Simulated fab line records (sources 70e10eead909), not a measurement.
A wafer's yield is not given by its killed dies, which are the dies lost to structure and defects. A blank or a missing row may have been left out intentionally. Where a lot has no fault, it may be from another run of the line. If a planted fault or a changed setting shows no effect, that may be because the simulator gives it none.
A struck lot beside a sound one || flow nand-harc || 26 steps out of a route of 1159
Sound: wafers L192.1, L192.3, L192.6. Struck: wafers L200.3, L200.4, L200.5. The cause comes at the end.
Per side, at each step with rows, come the tool, then ch with its chambers, and then its first start. Under that, the readings that differ: sound wafers || struck wafers || difference of the means || sigmas: that difference in standard deviations of wafers without a fault.
alike: readings whose means differ by less than 2 such deviations, and words and numbers that are the same on both sides. not compared: withheld readings, readings that some wafer has no value for, bounds like >300 that may hide the same value, and numbers for which the record gives no deviation and whose values overlap.
A row with sigmas, a row that says differs or no value, or rows on one side alone: a step with any of these is where the two part. Numbers that don't overlap but have no deviation are shown without sigmas and don't part them. A reading missing from all wafers of one side parts the sides only when that side holds two or more wafers.

first, 5 steps without rows for these wafers: NHARC_P_GATE_STRIP_15 (strips in SPM, time 780 s); NHARC_P_GATE_PRECLEAN_71 (cleans in SC1); NHARC_P_GATE_SRD_72; NHARC_P_GATE_OXIDE_16 (material SiO2, target thk 3 nm, ox time 392 s); NHARC_P_GATE_CVD_17 (deposits poly-Si, target thk 150 nm, time 900 s).
NHARC_P_GATE_HM_DEP_102: deposits aC, target thk 120 nm.
  sound on acl-dep-01 ch 0, day 5 06:21; struck on acl-dep-03 ch 0, day 6 20:13
  alike: susceptor-temp-C, throttle-valve-pct
NHARC_P_GATE_DEP_103: deposits SiON, target thk 30 nm.
  sound on pecvd-03 ch 1,2, day 5 07:02; struck on pecvd-04 ch 1,2, day 6 20:40
  alike: heater-power-w, susceptor-temp-C
  not compared: since-wet-clean-h
then, 5 steps without rows for these wafers: NHARC_P_GATE_DEHYDRATE_18 (time 120 s); NHARC_P_GATE_HMDS_19 (time 30 s); NHARC_P_GATE_COAT_20 (resist thk 90 nm); NHARC_P_GATE_SOFTBAKE_21 (time 55 s); NHARC_P_GATE_EBR_22.
NHARC_P_GATE_EXPOSE_23: exposes mask P GATE, target cd 120 nm.
  sound on arfi-scanner-03 ch 0, day 5 07:43; struck on arfi-scanner-02 ch 0, day 6 21:13
{"reading": "mask", "sound": "P_GATE#0 P_GATE#0 P_GATE#0", "struck": "P_GATE_R1#0 P_GATE_R1#0 P_GATE_R1#0", "difference": "differs", "sigmas": ""}
then, 2 steps without rows for these wafers: NHARC_P_GATE_PEB_24 (peb time 65 s); NHARC_P_GATE_DEVELOP_25 (develop time 35 s).
NHARC_P_GATE_CD_MEAS_26: target cd 120 nm.
  sound on cd-sem-03 ch 0, day 5 07:52; struck on cd-sem-03 ch 0, day 6 21:21
{"reading": "cd-nm (nm)", "sound": "120.9 121.2 118.5", "struck": "107.7 107.5 106.7", "difference": -12.9, "sigmas": -17}
NHARC_P_GATE_OVL_MEAS_27:
  sound on overlay-01 at day 5 07:57; struck on overlay-02 at day 6 21:26
  alike: overlay-x-nm, overlay-y-nm
NHARC_P_GATE_INSPECT_28:
  sound on defect-inspect-01 at day 5 07:59; struck on defect-inspect-01 at day 6 21:28
  alike: raw-defect-count
NHARC_P_GATE_DESCUM_31: chemistry O2, time 3 s.
  sound on rie-diel-12 ch 0,1,2, day 5 08:02; struck on rie-diel-03 ch 0,3, day 6 21:32
{"reading": "oes-product-au (a.u.)", "sound": "1.001 1.014 0.997", "struck": "0.990 0.968 0.981", "difference": -0.024, "sigmas": -2}
{"reading": "model.P_GATE.cd-nm (nm)", "sound": "121.4 121.9 118.6", "struck": "109.5 108.4 108", "difference": -12.0, "sigmas": ""}
  alike: drypump-motor-current-A, rf-vpp-V, showerhead-plenum-p-Torr, throttle-valve-pct
  not compared: rf-hours-counter-h
then, 1 step without rows for these wafers: NHARC_P_GATE_ETCH_104 (etches the open film in CF4/CHF3, target depth 60 nm).
NHARC_P_GATE_HM_OPEN_105: chemistry O2/COS, target depth 360 nm.
  sound: rie-diel-12 ch 0,2,3; struck: rie-diel-03 ch 0,2
  alike: cos-flow-sccm, drypump-motor-current-A, oes-product-au, rf-vpp-V, showerhead-plenum-p-Torr, throttle-valve-pct
  not compared: rf-hours-counter-h
then, 1 step without rows for these wafers: NHARC_P_GATE_STRIP_106 (strips in O2/COS).
NHARC_P_GATE_ETCH_114: etches the open film in CF4/O2, target depth 30 nm, overetch 3 nm, time 16.5 s.
  sound: rie-diel-12 ch 0,2,3; struck: rie-diel-03 ch 0,1,2
  alike: drypump-motor-current-A, oes-product-au, rf-vpp-V, showerhead-plenum-p-Torr, throttle-valve-pct
  not compared: rf-hours-counter-h
NHARC_P_GATE_ETCH_32: etches the open film in HBr/Cl2, target depth 150 nm, time 100.1 s.
  sound on rie-si-05 ch 2,3, day 5 08:31; struck on rie-si-04 ch 1,2,3, day 6 21:59
{"reading": "model.P_GATE.cd-nm (nm)", "sound": "127.4 119.6 119.9", "struck": "111.1 113 110.9", "difference": -10.6, "sigmas": ""}
  alike: drypump-motor-current-A, oes-product-au, throttle-valve-pct
  not compared: rf-hours-counter-h
NHARC_P_GATE_STRIP_108: strips in O2.
  sound on rie-diel-03 ch 2,3, day 5 08:42; struck on rie-diel-11 ch 1,2,3, day 6 22:10
{"reading": "oes-product-au (a.u.)", "sound": "0.985 0.972 0.975", "struck": "1.008 0.986 1.012", "difference": "+0.025", "sigmas": "+2"}
  alike: drypump-motor-current-A, rf-vpp-V, showerhead-plenum-p-Torr, throttle-valve-pct
  not compared: rf-hours-counter-h
-- break in the record here, with 15 days between the starts of the struck wafers on either side (left off in module P_GATE, picked up again in module END, where the first step shown is number 1159 on the route) --
NHARC_END_SORT_01:
  the record has rows for the struck wafers here (prober-01 ch 0, day 21 21:05) and none for the sound ones

## WHERE THEY PART
At NHARC_P_GATE_EXPOSE_23 first; at NHARC_END_SORT_01 last (within this record only).

WHY: what the simulator had put in
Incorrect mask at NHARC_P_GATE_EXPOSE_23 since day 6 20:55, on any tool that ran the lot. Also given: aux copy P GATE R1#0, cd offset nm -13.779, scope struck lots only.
